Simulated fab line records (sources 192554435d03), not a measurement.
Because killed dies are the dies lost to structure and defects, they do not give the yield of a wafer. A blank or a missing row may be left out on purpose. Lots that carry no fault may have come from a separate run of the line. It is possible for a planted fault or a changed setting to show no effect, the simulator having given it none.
Which tool is to blame? + flow n5-finfet + 11 lots with 31 wafers sampled at 2 steps, on a route of 1938 steps

== WHAT EACH GAUGE READ, for each wafer ==
N5_BEOL_M8_OVL_MEAS_29.
| lot  | measured     | on         | V7_OVL (nm)    |
|------|--------------|------------|----------------|
| L184 | day 9 22:33  | overlay-02 | 0.4 0.0 -0.9   |
| L193 | day 11 10:58 | overlay-02 | 0.1 -1.0 -0.8  |
| L192 | day 12 01:40 | overlay-01 | 0.0            |
| L194 | day 12 12:58 | overlay-02 | -1.1 -0.2 -1.7 |
| L196 | day 13 02:18 | overlay-01 | -1.0 -0.3 -0.3 |
| L197 | day 13 03:55 | overlay-02 | -0.7 -1.0 -0.9 |
| L199 | day 13 10:01 | overlay-01 | -0.5 0.3 -0.3  |
| L198 | day 13 11:44 | overlay-02 | -1.6 -1.5 -0.9 |
| L204 | day 14 05:13 | overlay-01 | -0.1 -0.2 -0.1 |
| L202 | day 14 09:27 | overlay-02 | -0.2 0.8 -0.7  |
| L203 | day 14 16:53 | overlay-01 | -0.1 -0.3 0.2  |

== EACH LOT AND THE TOOL THAT RAN IT (in order: tool; ch and the chambers of the sampled wafers; start) ==
| lot  | N5_BEOL_M8_HM_OPEN_17             |
|------|-----------------------------------|
| L184 | rie-metal-03 ch 0,1, day 9 20:09  |
| L193 | rie-metal-03 ch 0,1, day 11 09:53 |
| L192 | rie-metal-02 ch 1, day 11 23:51   |
| L194 | rie-metal-02 ch 0,1, day 12 10:02 |
| L196 | rie-metal-01 ch 0,1, day 13 01:47 |
| L197 | rie-metal-02 ch 0,1, day 13 03:10 |
| L199 | rie-metal-01 ch 0,1, day 13 09:16 |
| L198 | rie-metal-02 ch 0,1, day 13 09:46 |
| L204 | rie-metal-02 ch 0,1, day 14 04:17 |
| L202 | rie-metal-01 ch 0,1, day 14 08:55 |
| L203 | rie-metal-02 ch 0,1, day 14 16:17 |
- N5_BEOL_M8_HM_OPEN_17: chemistry Cl2/BCl3, target TiN, target depth 20 nm, overetch 6 nm.

== THE ANSWER, worked out from the rows above alone ==
Rule: the lots themselves supply what counts as usual. The widest of any qualifying gaps counts: lots, ordered by their means at a reading, are off when they make up no more than a third of the lots, leave a main group of 4 or more, and stand apart from it by 3 or more times the standard deviation of that group's means. If all means in a main group match to the digits the tables above print for the reading, that group is not used. Also off: a lot with no number at a reading for which 4 or more lots have one. The other lots that the step has rows for count as sound.
No lot is off on any of the readings shown, so nothing can be concluded from this.

== WHAT WAS PUT IN BY THE SIMULATOR ==
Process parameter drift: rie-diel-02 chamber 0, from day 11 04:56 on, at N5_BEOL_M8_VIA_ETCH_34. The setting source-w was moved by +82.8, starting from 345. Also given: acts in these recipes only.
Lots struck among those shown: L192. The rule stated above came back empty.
